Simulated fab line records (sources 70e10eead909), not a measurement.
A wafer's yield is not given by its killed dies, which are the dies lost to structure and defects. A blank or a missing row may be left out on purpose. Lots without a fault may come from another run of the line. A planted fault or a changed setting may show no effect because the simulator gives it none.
fab line records + flow nand_harc
[record]
- lots = 11
- wafers = 33
- last_day = 32
route steps=1302 shown A_STAIRCASE@788 END@1302
lots that met no fault: from a run of the same line without faults
start_h: the number of hours between the record's first day and the start of the first shown wafer of the lot + wait_h: hours elapsed since this lot's preceding step + " as in the row above + L1.1+2: one row covering several wafers at once + - no value, or no start was given + * or withheld: withheld + < > ~ a bound
route shown NAME@n: NAME is a module with steps in the file, n the number in the route of the first one + usual: mean/standard deviation of fault-free wafers + same: alike in all rows + chamber/n: place in a boat + sites: each site's reading + _std_site: their standard deviation + _edge_site: mean of outer sites minus mean of inner sites + radius_mm: how far each site lies from the wafer's centre + mask NAME#n: copy n + behind: the most recent tool/chamber to have shaped the wafer + hold: what put the lot on hold/how long, in hours/how the hold closed + device: the transistor (n, p or np) that didn't switch + end of line: the route-end tests of the same wafers + where a step has no rows: the recipe by itself + killed: count of dies lost to structure and defects at first sort (not the wafer's yield) + map: the dies of a wafer, with x for killed, . for not killed, _ for no die there
set.NAME: the run value of the setting; set.NAME@STEP: its run value at that earlier step + model.NAME: the simulator's own value behind a step, which no gauge read
the route's steps for a sample of lots (tables are steps, rows are wafers)
services: when a tool's chamber went out of use (start_h, in hours from the record's first day, below 0 if earlier), for how many hours, and the reason
[[steps]]
[step NHARC_A_STAIRCASE_ETCH_451]
[recipe]
- target_depth_a = 300
- overetch_a = 30
- time_s = 16.5
- ion_energy_ev = 100
- cf4_flow_sccm = 80
- o2_flow_sccm = 20
- ar_flow_sccm = 0
- rf_w = 300
- bias_w = 100
- chemistry = CF4/O2
[usual]
- drypump_motor_current_A = 5.8/0.42
- oes_o_777_au = 1.001/0.005
- oes_product_au = 0.999/0.013
- rf_vpp_V = 197.2/1.2
- showerhead_plenum_p_Torr = 1.31/0.046
- throttle_valve_pct = 13.398/0.0089
| lot.wafer | tool        | chamber | start_h | wait_h | drypump_motor_current_A | oes_o_777_au | oes_product_au | rf_hours_counter_h | rf_vpp_V | showerhead_plenum_p_Torr | throttle_valve_pct |
|-----------|-------------|---------|---------|--------|-------------------------|--------------|----------------|--------------------|----------|--------------------------|--------------------|
| L423.3    | rie_diel-12 | 0       | -       | -      | 5.8                     | 1.003        | 0.993          | 20                 | 198.0    | 1.31                     | 13.408             |
| L423.6    | "           | 0       | "       | "      | 5.8                     | 1.009        | 0.988          | -                  | 197.5    | 1.31                     | 13.393             |
| L423.5    | "           | 1       | "       | "      | 5.6                     | 1.000        | 0.988          | -                  | 196.1    | 1.29                     | 13.395             |
| L425.4    | rie_diel-08 | 0       | -       | -      | 5.8                     | 0.997        | 0.994          | 6                  | 195.3    | 1.24                     | 13.388             |
| L425.3    | "           | 1       | "       | "      | 5.5                     | 1.001        | 1.016          | 6                  | 196.7    | 1.29                     | 13.388             |
| L425.1    | "           | 3       | "       | "      | 6.4                     | 0.996        | 0.990          | 4                  | 198.7    | 1.39                     | 13.385             |
| L426.4    | rie_diel-08 | 2       | -       | -      | 5.9                     | 0.998        | 0.987          | 9                  | 199.4    | 1.37                     | 13.399             |
| L426.1    | "           | 3       | "       | "      | 6.4                     | 0.999        | 1.009          | 10                 | 198.7    | 1.39                     | 13.392             |
| L426.5    | "           | 1       | "       | "      | 5.5                     | 0.997        | 1.022          | -                  | 196.4    | 1.29                     | 13.387             |
| L429.4    | rie_diel-07 | 0       | -       | -      | 5.8                     | 0.993        | 0.983          | 30                 | 197.3    | 1.32                     | 13.414             |
| L429.2    | "           | 1       | "       | "      | 6.3                     | 1.006        | 1.008          | 41                 | 196.9    | 1.28                     | 13.413             |
| L429.3    | "           | 2       | "       | "      | 5.9                     | 1.003        | 1.022          | 43                 | 197.9    | 1.33                     | 13.387             |
| L430.3    | rie_diel-08 | 3       | -       | -      | 6.3                     | 0.996        | 1.010          | 22                 | 197.4    | 1.39                     | 13.387             |
| L430.6    | "           | 2       | "       | "      | 5.9                     | 1.002        | 0.994          | -                  | 197.1    | 1.37                     | 13.394             |
| L430.5    | "           | 3       | "       | "      | 6.4                     | 1.005        | 1.005          | -                  | 198.2    | 1.39                     | 13.407             |
| L431.4    | rie_diel-07 | 3       | -       | -      | 4.9                     | 0.991        | 0.995          | 51                 | 196.7    | 1.27                     | 13.390             |
| L431.1    | "           | 0       | "       | "      | 5.9                     | 0.997        | 0.994          | 39                 | 196.9    | 1.32                     | 13.397             |
| L431.6    | "           | 3       | "       | "      | 4.9                     | 1.009        | 1.002          | -                  | 197.4    | 1.27                     | 13.404             |
| L437.1    | rie_diel-08 | 3       | -       | -      | 6.4                     | 0.994        | 1.014          | 42                 | 199.1    | 1.38                     | 13.389             |
| L437.6    | "           | 2       | "       | "      | 5.9                     | 0.993        | 0.996          | -                  | 197.7    | 1.36                     | 13.392             |
| L437.5    | "           | 3       | "       | "      | 6.4                     | 1.001        | 1.002          | -                  | 198.1    | 1.38                     | 13.403             |
| L438.1    | rie_diel-08 | 1       | -       | -      | 5.4                     | 0.994        | 1.019          | 49                 | 197.3    | 1.28                     | 13.410             |
| L438.3    | "           | 3       | "       | "      | 6.3                     | 0.998        | 1.003          | 43                 | 198.8    | 1.38                     | 13.402             |
| L438.6    | "           | 1       | "       | "      | 5.4                     | 0.998        | 1.015          | -                  | 196.6    | 1.28                     | 13.402             |
| L442.2    | rie_diel-07 | 1       | -       | -      | 6.3                     | 1.001        | 1.021          | 25                 | 197.4    | 1.27                     | 13.385             |
| L442.4    | "           | 2       | "       | "      | 5.9                     | 0.999        | 1.000          | 27                 | 197.7    | 1.32                     | 13.394             |
| L442.5    | "           | 1       | "       | "      | 6.3                     | 1.008        | 1.006          | -                  | 195.3    | 1.27                     | 13.400             |
| L445.1    | rie_diel-08 | 0       | -       | -      | 5.8                     | 1.000        | 1.008          | 10                 | 197.6    | 1.44                     | 13.384             |
| L445.3    | "           | 2       | "       | "      | 5.9                     | 1.011        | 1.003          | 9                  | 198.3    | 1.36                     | 13.414             |
| L445.4    | "           | 3       | "       | "      | 6.4                     | 1.003        | 0.992          | 8                  | 198.3    | 1.38                     | 13.389             |
| L444.3    | rie_diel-07 | 3       | -       | -      | 4.9                     | 1.001        | 0.994          | 35                 | 196.2    | 1.26                     | 13.399             |
| L444.4    | "           | 0       | "       | "      | 5.8                     | 1.001        | 0.999          | 33                 | 197.3    | 1.31                     | 13.407             |
| L444.6    | "           | 3       | "       | "      | 4.9                     | 1.005        | 0.989          | -                  | 196.7    | 1.26                     | 13.405             |
[step NHARC_A_STAIRCASE_DEP_280]
[recipe]
- target_thk_a = 300
- target_thk_nm = 30
- temp_c = 400
- pressure_torr = 3.5
- flow_sccm = 200
- rf_w = 350
- material = SiON
[usual]
- heater_power_w = 805/92
| lot.wafer | tool     | chamber | start_h | wait_h | heater_power_w | since_wet_clean_h |
|-----------|----------|---------|---------|--------|----------------|-------------------|
| L423.3    | pecvd-02 | 2       | 370.94  | 1.0    | 775            | 128               |
| L423.5    | "        | 1       | "       | "      | 709            | -                 |
| L423.6    | "        | 2       | "       | "      | 762            | -                 |
| L425.3    | pecvd-01 | 0       | 395.24  | 0.9    | 862            | 71                |
| L425.1    | "        | 2       | "       | "      | 616            | 71                |
| L425.4    | "        | 2       | "       | "      | 623            | -                 |
| L426.1    | pecvd-01 | 1       | 410.58  | 1.6    | 763            | 86                |
| L426.4    | "        | 1       | "       | "      | 759            | -                 |
| L426.5    | "        | 2       | "       | "      | 572            | -                 |
| L429.2    | pecvd-04 | 0       | 429.15  | 1.2    | 790            | 147               |
| L429.3    | "        | 1       | "       | "      | 880            | 147               |
| L429.4    | "        | 0       | "       | "      | 798            | -                 |
| L430.3    | pecvd-02 | 2       | 452.73  | 0.9    | 708            | 29                |
| L430.6    | "        | 2       | "       | "      | 705            | -                 |
| L430.5    | "        | 1       | "       | "      | 726            | -                 |
| L431.1    | pecvd-01 | 0       | 460.79  | 1.6    | 962            | 137               |
| L431.4    | "        | 1       | "       | "      | 757            | -                 |
| L431.6    | "        | 2       | "       | "      | 694            | -                 |
| L437.1    | pecvd-02 | 2       | 519.41  | 1.6    | 714            | 96                |
| L437.6    | "        | 0       | "       | "      | 862            | -                 |
| L437.5    | "        | 1       | "       | "      | 790            | -                 |
| L438.1    | pecvd-02 | 1       | 521.90  | 1.6    | 795            | 98                |
| L438.3    | "        | 2       | "       | "      | 797            | 98                |
| L438.6    | "        | 1       | "       | "      | 783            | -                 |
| L442.2    | pecvd-04 | 0       | 572.23  | 1.3    | 798            | 109               |
| L442.4    | "        | 1       | "       | "      | 899            | -                 |
| L442.5    | "        | 0       | "       | "      | 820            | -                 |
| L445.3    | pecvd-01 | 0       | 591.76  | 0.9    | 941            | 87                |
| L445.1    | "        | 1       | "       | "      | 691            | 87                |
| L445.4    | "        | 0       | "       | "      | 953            | -                 |
| L444.3    | pecvd-01 | 1       | 593.62  | 1.0    | 692            | 88                |
| L444.4    | "        | 0       | "       | "      | 851            | -                 |
| L444.6    | "        | 1       | "       | "      | 692            | -                 |
[step NHARC_A_STAIRCASE_HM_OPEN_460]
[recipe]
- o2_flow_sccm = 400
- cos_flow_sccm = 20
- ar_flow_sccm = 0
- rf_w = 500
- bias_w = 300
- chemistry = O2/COS
[usual]
- bias_w = 300.1/0.9
- chamber_pressure_mTorr = 20.002/0.019
- cos_flow_sccm = 20.00/0.062
- drypump_motor_current_A = 5.8/0.37
- oes_product_au = 0.998/0.011
- rf_vpp_V = 466.6/2.7
- showerhead_plenum_p_Torr = 3.09/0.11
- throttle_valve_pct = 28.330/0.0091
| lot.wafer | tool        | chamber | start_h | wait_h | bias_w | chamber_pressure_mTorr | cos_flow_sccm | drypump_motor_current_A | oes_product_au | rf_hours_counter_h | rf_vpp_V | showerhead_plenum_p_Torr | throttle_valve_pct |
|-----------|-------------|---------|---------|--------|--------|------------------------|---------------|-------------------------|----------------|--------------------|----------|--------------------------|--------------------|
| L423.3    | rie_diel-07 | 3       | 372.20  | -      | 298.5  | 20.007                 | 20.01         | 4.9                     | 0.997          | 26                 | 464.5    | 2.98                     | 28.323             |
| L423.5    | "           | 0       | "       | "      | 299.9  | 20.011                 | 20.11         | 5.8                     | 0.983          | -                  | 467.0    | 3.09                     | 28.319             |
| L423.6    | "           | 1       | "       | "      | 299.6  | 20.007                 | 20.05         | 6.3                     | 0.995          | -                  | 464.4    | 3.01                     | 28.341             |
| L425.1    | rie_diel-12 | 0       | 396.45  | -      | 302.0  | 20.001                 | 19.96         | 5.8                     | 0.994          | 30                 | 466.5    | 3.06                     | 28.337             |
| L425.3    | "           | 1       | "       | "      | 299.3  | 19.989                 | 20.01         | 5.6                     | 0.981          | 38                 | 463.8    | 3.02                     | 28.345             |
| L425.4    | "           | 2       | "       | "      | 299.5  | 20.038                 | 20.05         | 5.9                     | 0.995          | 34                 | 468.9    | 3.20                     | 28.332             |
| L426.4    | rie_diel-08 | 3       | 411.74  | -      | 299.4  | 20.025                 | 20.08         | 6.4                     | 1.003          | 12                 | 469.6    | 3.24                     | 28.330             |
| L426.1    | "           | 1       | "       | "      | 300.2  | 19.989                 | 19.98         | 5.4                     | 1.017          | 14                 | 465.0    | 3.01                     | 28.337             |
| L426.5    | "           | 0       | "       | "      | 300.2  | 19.987                 | 19.99         | 5.8                     | 0.984          | -                  | 462.7    | 2.91                     | 28.329             |
| L429.2    | rie_diel-12 | 0       | 430.62  | -      | -      | -                      | -             | -                       | -              | -                  | -        | -                        | -                  |
| L429.4    | "           | 1       | "       | "      | -      | -                      | -             | -                       | -              | -                  | -        | -                        | -                  |
| L429.3    | "           | 2       | "       | "      | -      | -                      | -             | -                       | -              | -                  | -        | -                        | -                  |
| L430.3    | rie_diel-08 | 0       | 453.84  | -      | -      | -                      | -             | -                       | -              | -                  | -        | -                        | -                  |
| L430.6    | "           | 2       | "       | "      | -      | -                      | -             | -                       | -              | -                  | -        | -                        | -                  |
| L430.5    | "           | 3       | "       | "      | -      | -                      | -             | -                       | -              | -                  | -        | -                        | -                  |
| L431.1    | rie_diel-08 | 3       | 461.85  | -      | -      | -                      | -             | -                       | -              | -                  | -        | -                        | -                  |
| L431.4    | "           | 1       | "       | "      | -      | -                      | -             | -                       | -              | -                  | -        | -                        | -                  |
| L431.6    | "           | 0       | "       | "      | -      | -                      | -             | -                       | -              | -                  | -        | -                        | -                  |
| L437.1    | rie_diel-12 | 1       | 520.61  | -      | 300.9  | 20.014                 | 19.98         | 5.6                     | 0.996          | 27                 | 463.8    | 3.00                     | 28.355             |
| L437.6    | "           | 2       | "       | "      | 300.6  | 20.019                 | 19.92         | 5.9                     | 0.996          | -                  | 468.7    | 3.18                     | 28.342             |
| L437.5    | "           | 3       | "       | "      | 299.5  | 19.986                 | 19.88         | 6.0                     | 1.000          | -                  | 468.8    | 3.18                     | 28.339             |
| L438.3    | rie_diel-12 | 1       | 523.13  | -      | 300.3  | 19.989                 | 20.00         | 5.6                     | 0.999          | 28                 | 464.5    | 3.00                     | 28.319             |
| L438.1    | "           | 2       | "       | "      | 298.6  | 19.969                 | 20.03         | 5.9                     | 0.998          | 23                 | 465.4    | 3.18                     | 28.337             |
| L438.6    | "           | 3       | "       | "      | 301.5  | 20.019                 | 20.01         | 6.0                     | 1.009          | -                  | 470.0    | 3.18                     | 28.308             |
| L442.4    | rie_diel-12 | 2       | 573.41  | -      | 299.7  | 20.014                 | 19.97         | 5.9                     | 1.011          | 41                 | 468.1    | 3.17                     | 28.334             |
| L442.2    | "           | 1       | "       | "      | 300.4  | 20.006                 | 20.05         | 5.6                     | 0.989          | 43                 | 464.1    | 2.99                     | 28.347             |
| L442.5    | "           | 2       | "       | "      | 300.0  | 19.994                 | 19.94         | 5.9                     | 1.008          | -                  | 467.4    | 3.17                     | 28.314             |
| L445.1    | rie_diel-08 | 2       | 593.06  | -      | 300.3  | 20.000                 | 20.02         | 5.9                     | 1.002          | 11                 | 468.4    | 3.18                     | 28.330             |
| L445.3    | "           | 1       | "       | "      | 300.4  | 19.986                 | 19.94         | 5.5                     | 1.008          | 13                 | 463.4    | 2.99                     | 28.336             |
| L445.4    | "           | 2       | "       | "      | 300.4  | 20.007                 | 20.00         | 5.9                     | 1.006          | -                  | 469.8    | 3.18                     | 28.326             |
| L444.3    | rie_diel-12 | 1       | 594.85  | -      | 300.7  | 19.952                 | 19.91         | 5.6                     | 0.992          | 47                 | 465.7    | 2.99                     | 28.326             |
| L444.6    | "           | 0       | "       | "      | 301.5  | 20.002                 | 20.17         | 5.7                     | 1.000          | -                  | 464.9    | 3.02                     | 28.321             |
| L444.4    | "           | 3       | "       | "      | 298.9  | 20.025                 | 20.04         | 6.1                     | 0.989          | -                  | 468.9    | 3.17                     | 28.336             |
[step NHARC_A_STAIRCASE_STRIP_295]
[recipe]
- o2_flow_sccm = 500
- ar_flow_sccm = 0
- bias_w = 0
- chemistry = O2
[usual]
- drypump_motor_current_A = 5.8/0.36
- oes_product_au = 0.998/0.011
- rf_vpp_V = 57.8/0.85
- showerhead_plenum_p_Torr = 3.49/0.13
- throttle_valve_pct = 17.035/0.01
| lot.wafer | tool        | chamber | start_h | wait_h | drypump_motor_current_A | oes_product_au | rf_hours_counter_h | rf_vpp_V | showerhead_plenum_p_Torr | throttle_valve_pct |
|-----------|-------------|---------|---------|--------|-------------------------|----------------|--------------------|----------|--------------------------|--------------------|
| L423.3    | rie_diel-07 | 3       | -       | -      | 4.9                     | 1.005          | 26                 | 57.6     | 3.37                     | 17.036             |
| L423.5    | "           | 2       | "       | "      | 5.9                     | 1.018          | -                  | 57.6     | 3.51                     | 17.038             |
| L423.6    | "           | 3       | "       | "      | 4.9                     | 0.997          | -                  | 57.8     | 3.37                     | 17.034             |
| L425.3    | rie_diel-12 | 1       | -       | -      | 5.6                     | 0.992          | 38                 | 57.4     | 3.41                     | 17.048             |
| L425.4    | "           | 3       | "       | "      | 6.0                     | 1.003          | 39                 | 57.8     | 3.62                     | 17.040             |
| L425.1    | "           | 0       | "       | "      | 5.8                     | 0.981          | 31                 | 57.9     | 3.45                     | 17.028             |
| L426.1    | rie_diel-08 | 0       | -       | -      | 5.8                     | 0.976          | 16                 | 58.4     | 3.29                     | 17.025             |
| L426.4    | "           | 1       | "       | "      | 5.5                     | 1.009          | 15                 | 55.4     | 3.41                     | 17.027             |
| L426.5    | "           | 3       | "       | "      | 6.4                     | 1.003          | -                  | 59.2     | 3.66                     | 17.042             |
| L429.3    | rie_diel-12 | 1       | -       | -      | 5.6                     | 0.987          | 52                 | 57.7     | 3.41                     | 17.023             |
| L429.4    | "           | 2       | "       | "      | 5.9                     | 0.978          | 45                 | 58.6     | 3.61                     | 17.040             |
| L429.2    | "           | 0       | "       | "      | 5.8                     | 1.000          | 46                 | 56.6     | 3.45                     | 17.042             |
| L430.3    | rie_diel-08 | 2       | -       | -      | 5.9                     | 0.993          | 25                 | 58.4     | 3.61                     | 17.040             |
| L430.5    | "           | 0       | "       | "      | 5.8                     | 0.986          | -                  | 56.0     | 3.28                     | 17.015             |
| L430.6    | "           | 1       | "       | "      | 5.5                     | 1.009          | -                  | 57.2     | 3.40                     | 17.045             |
| L431.4    | rie_diel-08 | 3       | -       | -      | 6.4                     | 1.010          | 27                 | 58.9     | 3.66                     | 17.032             |
| L431.1    | "           | 1       | "       | "      | 5.5                     | 1.005          | 32                 | 57.4     | 3.40                     | 17.020             |
| L431.6    | "           | 2       | "       | "      | 5.9                     | 1.008          | -                  | 58.5     | 3.61                     | 17.036             |
| L437.1    | rie_diel-12 | 1       | -       | -      | 5.6                     | 0.988          | 28                 | 56.7     | 3.39                     | 17.054             |
| L437.5    | "           | 2       | "       | "      | 5.9                     | 1.000          | -                  | 57.7     | 3.59                     | 17.026             |
| L437.6    | "           | 3       | "       | "      | 6.1                     | 0.990          | -                  | 57.3     | 3.60                     | 17.042             |
| L438.3    | rie_diel-12 | 1       | -       | -      | 5.6                     | 1.001          | 28                 | 57.3     | 3.39                     | 17.037             |
| L438.1    | "           | 3       | "       | "      | 6.0                     | 0.987          | 24                 | 58.3     | 3.60                     | 17.064             |
| L438.6    | "           | 0       | "       | "      | 5.8                     | 1.002          | -                  | 58.0     | 3.43                     | 17.044             |
| L442.2    | rie_diel-12 | 3       | -       | -      | 6.0                     | 0.986          | 43                 | 58.4     | 3.58                     | 17.042             |
| L442.4    | "           | 0       | "       | "      | 5.8                     | 0.989          | 49                 | 57.7     | 3.42                     | 17.022             |
| L442.5    | "           | 0       | "       | "      | 5.8                     | 1.006          | -                  | 57.5     | 3.42                     | 17.023             |
| L445.3    | rie_diel-08 | 0       | -       | -      | 5.8                     | 1.019          | 13                 | 57.5     | 3.80                     | 17.031             |
| L445.1    | "           | 1       | "       | "      | 5.4                     | 1.011          | 14                 | 57.0     | 3.38                     | 17.032             |
| L445.4    | "           | 0       | "       | "      | 5.8                     | 1.006          | -                  | 58.0     | 3.80                     | 17.043             |
| L444.3    | rie_diel-12 | 1       | -       | -      | 5.6                     | 0.981          | 48                 | 58.1     | 3.38                     | 17.047             |
| L444.6    | "           | 0       | "       | "      | 5.8                     | 0.997          | -                  | 56.7     | 3.42                     | 17.028             |
| L444.4    | "           | 1       | "       | "      | 5.6                     | 0.987          | -                  | 57.7     | 3.38                     | 17.026             |
[step NHARC_END_SORT_01]
[recipe]
- temp_c = 25
[usual]
- killed_at_array = 56/17
- killed_at_other = 1.2/1.4
- killed_at_periphery = 4/3.2
- killed_dies = 61/16
- killed_open = 3.6/2.1
- killed_short = 2.7/1.8
[same]
- gross_dies = 677
| lot.wafer | tool      | chamber | start_h | wait_h | killed_at_array | killed_at_other | killed_at_periphery | killed_dies | killed_open | killed_short |
|-----------|-----------|---------|---------|--------|-----------------|-----------------|---------------------|-------------|-------------|--------------|
| L429.2    | prober-01 | 0       | 604.06  | 2.8    | 669             | 2               | 6                   | 677         | 2           | 5            |
| L429.3    | prober-01 | 0       | 604.87  | 3.1    | 674             | 0               | 3                   | 677         | 1           | 2            |
| L429.4    | prober-01 | 0       | 605.67  | 3.4    | 672             | 2               | 3                   | 677         | 2           | 3            |
| L431.1    | prober-02 | 0       | 641.04  | 2.5    | 670             | 0               | 7                   | 677         | 1           | 2            |
| L431.4    | prober-02 | 0       | 643.45  | 3.4    | 661             | 2               | 14                  | 677         | 7           | 3            |
| L431.6    | prober-02 | 0       | 645.05  | 4.0    | 675             | 0               | 2                   | 677         | 3           | 2            |
| L430.3    | prober-01 | 0       | 642.63  | 3.1    | 676             | 0               | 1                   | 677         | 5           | 4            |
| L430.5    | prober-01 | 0       | 644.23  | 3.7    | 670             | 1               | 6                   | 677         | 8           | 3            |
| L430.6    | prober-01 | 0       | 645.04  | 4.0    | 670             | 0               | 7                   | 677         | 6           | 4            |
// killed by level:class
L429.2 A_STAIRCASE:area_open=598 A_CHANNEL_HOLE_D2:chamber_film_flake=36 A_SLIT:chamber_film_flake=30 P_CONTACT:geometric_particle:short=3 A_CHANNEL_HOLE_D1:chamber_film_flake=2 THIN_TSV:chamber_film_flake=2 P_CONTACT:geometric_particle:open=1 P_M0:geometric_particle:short=1
L429.3 A_STAIRCASE:area_open=603 A_CHANNEL_HOLE_D2:chamber_film_flake=36 A_SLIT:chamber_film_flake=26 A_CHANNEL_HOLE_D1:chamber_film_flake=2 A_CONTACT:chamber_film_flake=2 P_CONTACT:geometric_particle:open=1 P_CONTACT:geometric_particle:short=1 A_ONON_D1:geometric_particle:short=1
L429.4 A_STAIRCASE:area_open=615 A_SLIT:chamber_film_flake=23 A_CHANNEL_HOLE_D2:chamber_film_flake=20 A_CHANNEL_HOLE_D1:chamber_film_flake=3 A_CONTACT:chamber_film_flake=3 P_CONTACT:geometric_particle:short=2 A_CHANNEL_FILL_D1:chamber_film_flake=2 A_STAIRCASE:chamber_film_flake=2
L431.1 A_STAIRCASE:area_open=605 A_SLIT:chamber_film_flake=23 A_CHANNEL_HOLE_D1:chamber_film_flake=19 A_CHANNEL_HOLE_D2:chamber_film_flake=12 P_M0:chamber_film_flake=3 A_WL_FILL:chamber_film_flake=3 P_ZERO_WELL:chamber_film_flake=2 A_STAIRCASE:chamber_film_flake=2
L430.3 A_STAIRCASE:area_open=624 A_CHANNEL_HOLE_D2:chamber_film_flake=32 A_STAIRCASE:chamber_film_flake=4 A_ONON_D2:geometric_particle:open=2 A_CHANNEL_HOLE_D1:chamber_film_flake=2 P_M0:geometric_particle:open=1 A_ONON_D2:geometric_particle:short=1 A_CHANNEL_FILL_D2:geometric_particle:short=1
L431.4 A_STAIRCASE:area_open=581 A_SLIT:chamber_film_flake=28 A_CHANNEL_HOLE_D1:chamber_film_flake=22 A_CHANNEL_HOLE_D2:chamber_film_flake=13 P_ZERO_WELL:chamber_film_flake=4 A_CHANNEL_FILL_D2:chamber_film_flake=4 P_CONTACT:chamber_film_flake=3 P_M0:chamber_film_flake=3
L430.5 A_STAIRCASE:area_open=624 A_CHANNEL_HOLE_D2:chamber_film_flake=22 A_CHANNEL_HOLE_D1:chamber_film_flake=5 A_STAIRCASE:chamber_film_flake=4 P_CONTACT:geometric_particle:open=2 P_CONTACT:chamber_film_flake=2 A_ZERO_WELL:chamber_film_flake=2 A_SLIT:chamber_film_flake=2
L430.6 A_STAIRCASE:area_open=625 A_CHANNEL_HOLE_D2:chamber_film_flake=30 A_CHANNEL_HOLE_D1:chamber_film_flake=4 P_CONTACT:chamber_film_flake=3 P_CONTACT:geometric_particle:open=2 A_WL_FILL:chamber_film_flake=2 P_GATE:geometric_particle:open=1 P_M0:geometric_particle:open=1
L431.6 A_STAIRCASE:area_open=600 A_SLIT:chamber_film_flake=29 A_CHANNEL_HOLE_D1:chamber_film_flake=23 A_CHANNEL_HOLE_D2:chamber_film_flake=10 A_CONTACT:chamber_film_flake=4 A_CHANNEL_FILL_D2:chamber_film_flake=2 A_WL_FILL:chamber_film_flake=2 P_M2:geometric_particle:short=1
[[services]]
| tool        | chamber | start_h | hours | kind   |
|-------------|---------|---------|-------|--------|
| pecvd-01    | 0       | 345.68  | 12.7  | repair |
| rie_diel-08 | 0       | 347.09  | -     | clean  |
| rie_diel-08 | 1       | 347.09  | -     | clean  |
| rie_diel-08 | 2       | 347.09  | -     | clean  |
| rie_diel-07 | 3       | 347.17  | 4.9   | repair |
| pecvd-02    | -       | 367.17  | 1.8   | repair |
| rie_diel-08 | -       | 367.88  | 9.0   | pm     |
| rie_diel-07 | 0       | 385.23  | 18.2  | repair |
| pecvd-02    | 2       | 390.74  | 9.9   | repair |
| pecvd-02    | -       | 410.66  | 13.0  | pm     |
| pecvd-04    | 1       | 419.09  | 3.8   | repair |
| rie_diel-08 | 0       | 431.78  | 2.8   | repair |
| rie_diel-12 | -       | 447.46  | 9.0   | pm     |
| pecvd-04    | -       | 450.53  | 13.0  | pm     |
| rie_diel-07 | -       | 471.34  | 9.0   | pm     |
| rie_diel-08 | 0       | 481.63  | 3.7   | repair |
| rie_diel-08 | -       | 488.25  | 0.8   | repair |
| pecvd-01    | -       | 492.27  | 13.0  | pm     |
| pecvd-04    | -       | 515.48  | 1.3   | repair |
| rie_diel-12 | 1       | 544.04  | 2.3   | repair |
| rie_diel-08 | -       | 544.88  | 9.0   | pm     |
| rie_diel-12 | 2       | 582.04  | 17.2  | repair |
| rie_diel-08 | 3       | 590.36  | 5.6   | repair |
| pecvd-02    | -       | 591.66  | 13.0  | pm     |
[[key]]
[first_sign]
- step = NHARC_A_STAIRCASE_HM_OPEN_460
- reading = tool_record
- direction = missing
[effect]
- step = NHARC_END_SORT_01
- reading = killed_dies
- direction = up
- sigmas = 37
- usual = 61
- struck = 677
[more_kills_born_at]
- NHARC_A_STAIRCASE_HM_OPEN_460@rie_diel-08 = 3659
- NHARC_A_STAIRCASE_HM_OPEN_460@rie_diel-12 = 1816
met_at NHARC_A_STAIRCASE_HM_OPEN_460
struck_lots L429,L430,L431
later_rows_left_out L429.2,L429.3,L429.4,L430.3,L430.5,L430.6,L431.1,L431.4,L431.6
tester_left_out L429,L430,L431
not_acting_at NHARC_A_STAIRCASE_ETCH_451,NHARC_A_STAIRCASE_DEP_280,NHARC_A_STAIRCASE_STRIP_295
onset_between 411.74 430.62
[fault]
- kind = skipped_step_whole
- tool = rie_diel-08,rie_diel-12
- chamber = -
- onset_h = 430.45
- steps = NHARC_A_STAIRCASE_HM_OPEN_460
- scope = struck_lots_only
// tester_left_out: of these lots the tester's yield and bins aren't shown, on N5 and GAA mostly nor the transistor test; their killed dies are dies lost to structure and defects alone, not to doping, threshold or leakage, so they don't give the yield
// later_rows_left_out: the simulator's readings of these wafers behind a module that went badly wrong aren't trusted and aren't shown, but for the sort
